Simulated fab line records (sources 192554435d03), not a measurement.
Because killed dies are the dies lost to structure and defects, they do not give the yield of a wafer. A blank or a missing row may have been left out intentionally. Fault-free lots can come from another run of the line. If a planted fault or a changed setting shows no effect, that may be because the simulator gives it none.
What tool caused it?    flow n5_finfet    33 wafers from 11 lots sampled at 3 of the route's 1938 steps

== WHAT EACH GAUGE READ, for each wafer ==
N5_BEOL_M14_CD_MEAS_28: target cd 284.4 nm. Usual: cd_nm at 284.0 nm, with a standard deviation of 1.8.
lot   measured      on         cd_nm (nm)         flag
L795  day 11 09:24  cd_sem-01  286.4 285.2 289.0  
L796  day 11 11:52  cd_sem-02  283.2 286.5 285.4  
L798  day 12 00:46  cd_sem-02  284.2 283.9 284.6  
L799  day 12 03:50  cd_sem-01  284.8 283.8 282.2  
L803  day 13 03:04  cd_sem-01  283.1 285.9 285.9  
L809  day 14 10:27  cd_sem-01  282.4 280.0 280.4  
L812  day 16 08:58  cd_sem-02  283.1 285.5 285.4  
L814  day 16 19:50  cd_sem-03  285.8 283.4 284.2  
L817  day 16 21:05  cd_sem-01  282.3 281.4 283.3  
L815  day 16 21:41  cd_sem-03  283.8 286.6 286.1  
L816  day 17 21:54  cd_sem-03  285.0 284.5 286.4  

N5_BEOL_M14_INSPECT_30: inspects for defects (macro). Usual: raw_defect_count at 2.3, with a standard deviation of 1.6.
lot   measured      on                 raw_defect_count  flag
L795  day 11 09:28  defect_inspect-02  3 1 1             
L796  day 11 11:56  defect_inspect-02  3 2 2             
L798  day 12 00:49  defect_inspect-02  1 0 1             
L799  day 12 03:53  defect_inspect-02  >300 >300 >300    OFF
L803  day 13 03:07  defect_inspect-01  >300 >300 >300    OFF
L809  day 14 10:31  defect_inspect-02  6 3 1             
L812  day 16 09:01  defect_inspect-01  1 2 2             
L814  day 16 19:53  defect_inspect-02  2 3 3             
L817  day 16 21:08  defect_inspect-02  3 3 1             
L815  day 16 21:44  defect_inspect-02  3 2 1             
L816  day 17 21:57  defect_inspect-02  2 3 1             

== EACH LOT AND THE TOOL THAT RAN IT (in order: tool; ch and the chambers of the sampled wafers; start) ==
lot   N5_BEOL_M14_STRIP_71
L795  wet_bench-01 ch 1,2,4, day 11 09:01
L796  wet_bench-02 ch 2,4,6, day 11 11:29
L798  wet_bench-05 ch 2,6,7, day 12 00:15
L799  wet_bench-02 ch 0,4,6, day 12 03:27
L803  wet_bench-02 ch 1,2,6, day 13 02:34
L809  wet_bench-05 ch 2,6,7, day 14 10:04
L812  wet_bench-05 ch 4,5,6, day 16 08:26
L814  wet_bench-05 ch 0,3,4, day 16 19:19
L817  wet_bench-02 ch 0,4,5, day 16 20:41
L815  wet_bench-05 ch 5,6,7, day 16 21:10
L816  wet_bench-01 ch 0,2,6, day 17 21:23
- N5_BEOL_M14_STRIP_71: strips in post etch residue remover, time 60 s.

== AS READ BY THE TOOLS THEMSELVES (means over the sampled wafers that have a number; for cases with no such wafer, the mark the record gives instead) ==
The record holds no such reading with a usual standard deviation.

== THE ANSWER, worked out from the rows above alone ==
Rule: a lot is off if the mean of its wafers that have a number lies more than 3 standard deviations from the usual mean. A lot without any number at a reading at which 4 lots or more have one is off too. The other lots that the step has rows for count as sound. After the gauges, taken in route order, come the tools' own readings; for these a lot's mean is taken, as printed above. At the first step where some lot is off, the reading lying furthest off is the one used; lots without a number count as furthest.
Off, at N5_BEOL_M14_INSPECT_30 on raw_defect_count: L799, L803. Without a number there: L799, L803.
If a tool, at a process step before that reading, ran all the lots that are off and no sound lot after the first of them, it fits. Those tools and the gauges at N5_BEOL_M14_INSPECT_30 are tried in the same way. No candidate that was tried fits.

== WHAT THE SIMULATOR HAD PUT IN ==
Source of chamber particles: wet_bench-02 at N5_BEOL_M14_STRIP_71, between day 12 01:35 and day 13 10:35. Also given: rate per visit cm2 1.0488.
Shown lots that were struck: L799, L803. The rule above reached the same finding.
